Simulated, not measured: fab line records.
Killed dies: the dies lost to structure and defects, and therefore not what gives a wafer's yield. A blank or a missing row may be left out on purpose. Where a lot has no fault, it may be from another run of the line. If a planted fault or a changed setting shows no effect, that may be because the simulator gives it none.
fab line records -- flow n5_finfet -- part 2 of 2: steps 5 to 6 of 6
record: lots: 24, wafers: 72, last_day: 18
route steps=1938 shown FIN_SAQP@128 FIN_CUT@174 STI_FIN_REVEAL@189
lots that met no fault: taken from a fault-free run of the same line
start_h: hours from the record's opening day to when the first of the lot's shown wafers began -- wait_h: hours elapsed since this lot's preceding step -- " same as the row above -- L1.1+2: a row that stands for several wafers -- - either no value or no given start -- * or withheld: withheld -- < > ~ a bound
route shown NAME@n: a module of which the file shows steps, and the number in the route of the first -- usual: the fault-free wafers' mean and standard deviation -- same: alike in all rows -- chamber/n: place in a boat -- sites: each site's reading -- _std_site: the standard deviation of these -- _edge_site: inner sites' mean taken away from outer sites' mean -- radius_mm: how far each site lies from the wafer's centre -- mask NAME#n: copy n -- behind: tool/chamber where the wafer was last shaped -- hold: why the lot was held/for how many hours/how that ended -- device: which transistor (n, p or np) failed to switch -- end of line: the same wafers' tests at the end of the route -- a step with no rows: only its recipe -- killed: dies lost to structure and defects at the first sort, not the wafer's yield -- map: dies across one wafer; x = killed, . = not, _ = none there
set.NAME: the setting that was run; set.NAME@STEP: the one run at that earlier step -- model.NAME: the simulator's own value behind a step, which no gauge read
route steps across a sampled set of lots; one table per step, one row per wafer
services: a tool's chamber out of use, with start hour (start_h, from the record's first day; less than 0 if before it), hours out, and reason
== steps ==
step: N5_STI_FIN_REVEAL_DENSIFY_30
recipe: temp_c: *, time_s: *, ambient: N2, idle_temp_c: 600, ramp_up_c_per_s: 150, ramp_down_c_per_s: 60, cool_to_c: 600
usual: lamp_power_pct: 11.53/0.056, lamp_zone_3_pct: 11.528/0.018, lamp_zone_4_pct: 11.529/0.018, wafer_temp_C_max: *
lot.wafer,tool,chamber,start_h,wait_h,lamp_power_pct,lamp_zone_3_pct,lamp_zone_4_pct,wafer_temp_C_max
L074.1,rtp_anneal-02,0,39.03,0.6,11.59,11.556,11.560,*
L074.4,rtp_anneal-02,0,39.03,0.6,11.52,11.520,11.525,*
L074.6,rtp_anneal-02,0,39.03,0.6,11.61,11.501,11.536,*
L075.3,rtp_anneal-02,0,42.22,0.1,11.49,11.539,11.534,*
L075.4,rtp_anneal-02,0,42.22,0.1,11.57,11.545,11.517,*
L075.5,rtp_anneal-02,0,42.22,0.1,11.53,11.525,11.538,*
L076.3,rtp_anneal-02,0,46.92,0.1,11.49,11.533,11.508,*
L076.4,rtp_anneal-02,0,46.92,0.1,11.55,11.536,11.504,*
L076.6,rtp_anneal-02,0,46.92,0.1,11.50,11.532,11.518,*
L077.3,rtp_anneal-01,0,52.91,0.1,11.48,11.533,11.527,*
L077.4,rtp_anneal-01,0,52.91,0.1,11.62,11.553,11.523,*
L077.6,rtp_anneal-01,0,52.91,0.1,11.50,11.516,11.554,*
L078.2,rtp_anneal-02,0,57.44,0.1,11.43,11.540,11.570,*
L078.4,rtp_anneal-02,0,57.44,0.1,11.50,11.528,11.528,*
L078.6,rtp_anneal-02,0,57.44,0.1,11.50,11.562,11.531,*
L079.1,rtp_anneal-01,0,63.13,0.0,11.57,11.517,11.542,*
L079.2,rtp_anneal-01,0,63.13,0.0,11.55,11.522,11.550,*
L079.4,rtp_anneal-01,0,63.13,0.0,11.66,11.505,11.519,*
L080.1,rtp_anneal-01,0,69.37,0.0,11.57,11.536,11.561,*
L080.3,rtp_anneal-01,0,69.37,0.0,11.47,11.531,11.547,*
L080.6,rtp_anneal-01,0,69.37,0.0,11.57,11.555,11.544,*
L081.2,rtp_anneal-01,0,75.23,0.2,11.41,11.544,11.521,*
L081.4,rtp_anneal-01,0,75.23,0.2,11.59,11.515,11.539,*
L081.6,rtp_anneal-01,0,75.23,0.2,11.46,11.515,11.545,*
L082.1,rtp_anneal-01,0,82.05,0.0,11.59,11.508,11.532,*
L082.2,rtp_anneal-01,0,82.05,0.0,11.44,11.527,11.542,*
L082.6,rtp_anneal-01,0,82.05,0.0,11.53,11.534,11.516,*
L083.1,rtp_anneal-02,0,87.55,0.0,11.50,11.510,11.543,*
L083.4,rtp_anneal-02,0,87.55,0.0,11.53,11.515,11.534,*
L083.5,rtp_anneal-02,0,87.55,0.0,11.43,11.523,11.509,*
L084.3,rtp_anneal-01,0,93.27,0.1,11.52,11.522,11.518,*
L084.5,rtp_anneal-01,0,93.27,0.1,11.53,11.515,11.518,*
L084.6,rtp_anneal-01,0,93.27,0.1,11.63,11.538,11.531,*
L085.2,rtp_anneal-01,0,101.96,0.2,11.56,11.516,11.540,*
L085.4,rtp_anneal-01,0,101.96,0.2,11.63,11.531,11.516,*
L085.5,rtp_anneal-01,0,101.96,0.2,11.54,11.542,11.528,*
L086.1,rtp_anneal-01,0,106.95,0.0,11.49,11.524,11.515,*
L086.3,rtp_anneal-01,0,106.95,0.0,11.58,11.530,11.545,*
L086.5,rtp_anneal-01,0,106.95,0.0,11.61,11.540,11.542,*
L087.3,rtp_anneal-01,0,112.54,0.5,11.51,11.523,11.536,*
L087.4,rtp_anneal-01,0,112.54,0.5,11.49,11.535,11.541,*
L087.6,rtp_anneal-01,0,112.54,0.5,11.53,11.529,11.524,*
L088.2,rtp_anneal-02,0,123.99,0.2,11.59,11.524,11.514,*
L088.5,rtp_anneal-02,0,123.99,0.2,11.59,11.566,11.554,*
L088.6,rtp_anneal-02,0,123.99,0.2,11.62,11.538,11.543,*
L089.4,rtp_anneal-02,0,124.51,0.1,11.61,11.525,11.519,*
L089.5,rtp_anneal-02,0,124.51,0.1,11.59,11.506,11.553,*
L089.6,rtp_anneal-02,0,124.51,0.1,11.52,11.559,11.545,*
L090.1,rtp_anneal-01,0,132.00,0.2,11.55,11.528,11.547,*
L090.3,rtp_anneal-01,0,132.00,0.2,11.54,11.525,11.536,*
L090.5,rtp_anneal-01,0,132.00,0.2,11.60,11.542,11.535,*
L091.1,rtp_anneal-01,0,137.36,0.1,11.47,11.543,11.551,*
L091.2,rtp_anneal-01,0,137.36,0.1,11.51,11.541,11.551,*
L091.3,rtp_anneal-01,0,137.36,0.1,11.49,11.534,11.496,*
L092.3,rtp_anneal-01,0,142.05,0.1,11.44,11.532,11.535,*
L092.5,rtp_anneal-01,0,142.05,0.1,11.56,11.549,11.517,*
L092.6,rtp_anneal-01,0,142.05,0.1,11.60,11.502,11.551,*
L093.2,rtp_anneal-01,0,150.04,0.1,11.49,11.507,11.516,*
L093.5,rtp_anneal-01,0,150.04,0.1,11.59,11.560,11.542,*
L093.6,rtp_anneal-01,0,150.04,0.1,11.52,11.493,11.516,*
L094.1,rtp_anneal-01,0,155.39,0.4,11.54,11.539,11.528,*
L094.4,rtp_anneal-01,0,155.39,0.4,11.53,11.528,11.544,*
L094.6,rtp_anneal-01,0,155.39,0.4,11.47,11.530,11.524,*
L095.1,rtp_anneal-01,0,163.31,0.0,11.51,11.520,11.551,*
L095.3,rtp_anneal-01,0,163.31,0.0,11.57,11.538,11.528,*
L095.4,rtp_anneal-01,0,163.31,0.0,11.50,11.553,11.522,*
L096.2,rtp_anneal-02,0,169.70,0.1,11.55,11.548,11.515,*
L096.4,rtp_anneal-02,0,169.70,0.1,11.63,11.550,11.542,*
L096.6,rtp_anneal-02,0,169.70,0.1,11.42,11.555,11.552,*
L097.1,rtp_anneal-02,0,174.61,0.0,11.48,11.496,11.517,*
L097.5,rtp_anneal-02,0,174.61,0.0,11.54,11.525,11.513,*
L097.6,rtp_anneal-02,0,174.61,0.0,11.43,11.535,11.495,*
step: N5_STI_FIN_REVEAL_CD_MEAS_22
recipe: target_cd_nm: 6.238, pitch_nm: 28, polarity: line
usual: cd_nm: 6.31/0.27
lot.wafer,tool,chamber,start_h,wait_h,cd_nm
L074.1,cd_sem-03,-,42.52,0.0,5.94
L074.4,cd_sem-03,-,42.52,0.0,6.44
L074.6,cd_sem-03,-,42.52,0.0,6.58
L075.3,cd_sem-02,-,45.66,0.0,6.32
L075.4,cd_sem-02,-,45.66,0.0,6.09
L075.5,cd_sem-02,-,45.66,0.0,5.94
L076.3,cd_sem-02,-,50.12,0.0,6.00
L076.4,cd_sem-02,-,50.12,0.0,5.95
L076.6,cd_sem-02,-,50.12,0.0,5.90
L077.3,cd_sem-03,-,56.22,0.0,6.30
L077.4,cd_sem-03,-,56.22,0.0,5.88
L077.6,cd_sem-03,-,56.22,0.0,5.89
L078.2,cd_sem-02,-,60.79,0.0,6.03
L078.4,cd_sem-02,-,60.79,0.0,6.79
L078.6,cd_sem-02,-,60.79,0.0,6.31
L079.1,cd_sem-03,-,66.36,0.0,6.10
L079.2,cd_sem-03,-,66.36,0.0,6.47
L079.4,cd_sem-03,-,66.36,0.0,6.24
L080.1,cd_sem-02,-,72.78,0.0,6.39
L080.3,cd_sem-02,-,72.78,0.0,5.93
L080.6,cd_sem-02,-,72.78,0.0,6.26
L081.2,cd_sem-02,-,78.54,0.0,5.97
L081.4,cd_sem-02,-,78.54,0.0,6.24
L081.6,cd_sem-02,-,78.54,0.0,6.06
L082.1,cd_sem-03,-,85.19,0.0,6.33
L082.2,cd_sem-03,-,85.19,0.0,6.03
L082.6,cd_sem-03,-,85.19,0.0,5.98
L083.1,cd_sem-02,-,90.73,0.0,6.12
L083.4,cd_sem-02,-,90.73,0.0,6.60
L083.5,cd_sem-02,-,90.73,0.0,6.01
L084.3,cd_sem-02,-,96.49,0.0,5.98
L084.5,cd_sem-02,-,96.49,0.0,6.59
L084.6,cd_sem-02,-,96.49,0.0,6.01
L085.2,cd_sem-03,-,105.10,0.0,6.40
L085.4,cd_sem-03,-,105.10,0.0,6.57
L085.5,cd_sem-03,-,105.10,0.0,6.40
L086.1,cd_sem-01,-,110.10,0.0,6.90
L086.3,cd_sem-01,-,110.10,0.0,6.41
L086.5,cd_sem-01,-,110.10,0.0,6.87
L087.3,cd_sem-03,-,116.08,0.0,6.20
L087.4,cd_sem-03,-,116.08,0.0,6.36
L087.6,cd_sem-03,-,116.08,0.0,6.61
L088.2,cd_sem-01,-,127.16,0.0,6.73
L088.5,cd_sem-01,-,127.16,0.0,6.32
L088.6,cd_sem-01,-,127.16,0.0,6.16
L089.4,cd_sem-01,-,127.58,0.0,6.08
L089.5,cd_sem-01,-,127.58,0.0,6.36
L089.6,cd_sem-01,-,127.58,0.0,6.26
L090.1,cd_sem-01,-,135.17,0.0,6.32
L090.3,cd_sem-01,-,135.17,0.0,6.21
L090.5,cd_sem-01,-,135.17,0.0,6.19
L091.1,cd_sem-01,-,140.53,0.0,6.34
L091.2,cd_sem-01,-,140.53,0.0,6.15
L091.3,cd_sem-01,-,140.53,0.0,6.62
L092.3,cd_sem-03,-,145.63,0.0,6.45
L092.5,cd_sem-03,-,145.63,0.0,6.53
L092.6,cd_sem-03,-,145.63,0.0,6.37
L093.2,cd_sem-02,-,153.37,0.0,6.52
L093.5,cd_sem-02,-,153.37,0.0,5.86
L093.6,cd_sem-02,-,153.37,0.0,6.74
L094.1,cd_sem-03,-,158.57,0.0,6.12
L094.4,cd_sem-03,-,158.57,0.0,6.06
L094.6,cd_sem-03,-,158.57,0.0,6.10
L095.1,cd_sem-01,-,166.68,0.0,7.00
L095.3,cd_sem-01,-,166.68,0.0,6.53
L095.4,cd_sem-01,-,166.68,0.0,6.56
L096.2,cd_sem-02,-,172.82,0.0,6.14
L096.4,cd_sem-02,-,172.82,0.0,6.09
L096.6,cd_sem-02,-,172.82,0.0,5.95
L097.1,cd_sem-03,-,177.74,0.0,6.48
L097.5,cd_sem-03,-,177.74,0.0,6.51
L097.6,cd_sem-03,-,177.74,0.0,6.62
== services ==
tool,chamber,start_h,hours,kind
rie_si-01,1,9.34,15.9,repair
rie_si-04,1,12.26,1.5,repair
rie_diel-01,0,19.89,2.4,repair
rie_diel-01,3,25.31,-,clean
rie_diel-06,2,44.84,12.4,repair
rie_si-04,1,63.52,6.2,repair
rie_diel-03,0,65.90,7.4,repair
rie_si-04,0,73.43,-,clean
rie_si-04,0,73.43,14.5,scheduled_down
rie_si-04,0,73.43,14.5,vent_cycle
rie_diel-03,0,79.78,8.1,repair
rie_si-03,1,90.33,5.1,repair
rie_diel-02,1,96.54,4.5,repair
rie_diel-05,3,102.56,2.6,repair
rie_diel-06,2,122.85,3.9,repair
rie_si-04,1,131.15,2.6,repair
rie_diel-01,1,136.98,6.2,repair
rie_si-04,0,137.59,1.7,repair
rie_diel-06,0,138.95,18.3,repair
rie_diel-05,-,146.10,14.6,pm
rie_diel-04,3,157.82,7.7,repair
rie_diel-01,3,159.74,5.1,repair
rie_diel-05,0,161.45,14.5,repair
rie_diel-04,0,164.51,10.8,repair
